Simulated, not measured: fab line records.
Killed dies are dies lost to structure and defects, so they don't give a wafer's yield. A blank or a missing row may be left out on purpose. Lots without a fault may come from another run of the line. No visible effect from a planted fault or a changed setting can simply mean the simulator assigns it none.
Struck lot and sound lot, side by side | flow n5Finfet | 16 steps out of a route of 1938
Sound: wafers L225.1, L225.3, L225.5. Struck: wafers L224.2, L224.3, L224.6. The cause comes at the end.
Each step with rows lists, per side, the tool, then ch with its chambers, then its first start. Under that, the readings that differ: sound wafers | struck wafers | difference of the means | sigmas: that difference in standard deviations of wafers without a fault.
alike: readings whose means differ by less than 2 such deviations, and words and numbers that are the same on both sides. not compared: withheld readings, readings that some wafer has no value for, bounds like >300 that may hide the same value, and numbers for which the record gives no deviation and whose values overlap.
The two part at a step that has a row with sigmas, a row that says differs or no value, or rows on one side only. When numbers do not overlap yet have no deviation, they are printed without sigmas and do not part them. A reading that every wafer of one side lacks parts them only if that side has two wafers or more.

N5_BEOL_M3_SURFACE_TREAT_85:
  struck on pvdSputter-01, day 11 05:25; sound on pvdSputter-02, day 11 08:11
  not compared: throttleValvePct
then, 2 steps without rows for these wafers: N5_BEOL_M3_CVD_47 (deposits Co from CCTBA/H2, target thk 3 nm, time 223.8 s); N5_BEOL_M3_SPUTTER_48 (material Cu, target thk 4.5 nm, time 8.29 s).
N5_BEOL_M3_ANNEAL_49: time 240 s.
  struck on pvdSputter-01, day 11 06:02; sound on pvdSputter-02, day 11 08:31
  alike: heaterPowerW
N5_BEOL_M3_SPUTTER_79: material Cu, target thk 4.5 nm, time 8.29 s.
  struck on pvdSputter-01, day 11 06:11; sound on pvdSputter-02, day 11 08:39
  alike: chamberPressurePa, chuckGasFlowSccm, throttleValvePct
then, 4 steps without rows for these wafers: N5_BEOL_M3_ANNEAL_80 (time 240 s); N5_BEOL_M3_SPUTTER_81 (material Cu, target thk 4.5 nm, time 8.29 s); N5_BEOL_M3_ANNEAL_82 (time 240 s); N5_BEOL_M3_SPUTTER_86 (material Cu, target thk 4.5 nm, time 8.29 s).
N5_BEOL_M3_ANNEAL_87: time 240 s.
  struck on pvdSputter-01, day 11 06:42; sound on pvdSputter-02, day 11 09:10
  alike: heaterPowerW
then, 2 steps without rows for these wafers: N5_BEOL_M3_SPUTTER_88 (material Cu, target thk 4.5 nm, time 8.29 s); N5_BEOL_M3_ANNEAL_89 (time 240 s).
N5_BEOL_M3_SPUTTER_90: material Cu, target thk 4.5 nm, time 8.29 s.
  struck on pvdSputter-01, day 11 07:04; sound on pvdSputter-02, day 11 09:32
  no value came back on the struck wafers for chamberPressurePa (Pa), chuckGasFlowSccm (sccm), throttleValvePct (%); on the sound wafers chamberPressurePa (Pa) reads 0.06985 0.06981 0.07005
N5_BEOL_M3_ANNEAL_91: time 240 s.
  struck on pvdSputter-01, day 11 07:08; sound on pvdSputter-02, day 11 09:37
  alike: heaterPowerW
N5_BEOL_M4_RC_MEAS_101:
  sound on prober-02 ch 0, day 12 00:11; struck on prober-01 ch 0, day 11 22:25
reading       | sound          | struck         | difference | sigmas
SS_N (mV/dec) | 71.8 72.2 73.4 | 71.4 71.1 70.9 | -1.3       | -2
  alike: DIBL_N, DIBL_P, IOFF_N, IOFF_P, ION_N, ION_P, SS_P, VT_N, VT_P
-- record jumps: 5 days separate the struck wafers' starts on either side; left off in module BEOL_M4, taken up again in module PASSIVATION, whose first shown step is the route's number 1936 --
N5_PASSIVATION_PROBE_49:
  struck on prober-02, day 17 00:38; sound on prober-01, day 16 03:11
  alike: defectLimitedYield, killed_at_M0_to_M3, killed_at_M4_up, killedAtContacts, killedAtFrontEnd, killedAtOther, killedDies, killedOnRim, killedOpen, killedShort, sort_bin_5_function, sort_bin_6_memory, sortNPass, sortYieldPct

WHERE THEY PART
At N5_BEOL_M3_SPUTTER_90 first; at N5_BEOL_M4_RC_MEAS_101 last (within this record only). Later steps at which nothing parts them and some readings are alike: N5_PASSIVATION_PROBE_49.

WHY: what the simulator had put in
Beginning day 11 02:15, the whole step at N5_BEOL_M3_SPUTTER_90 was skipped on pvdSputter-01. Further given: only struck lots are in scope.
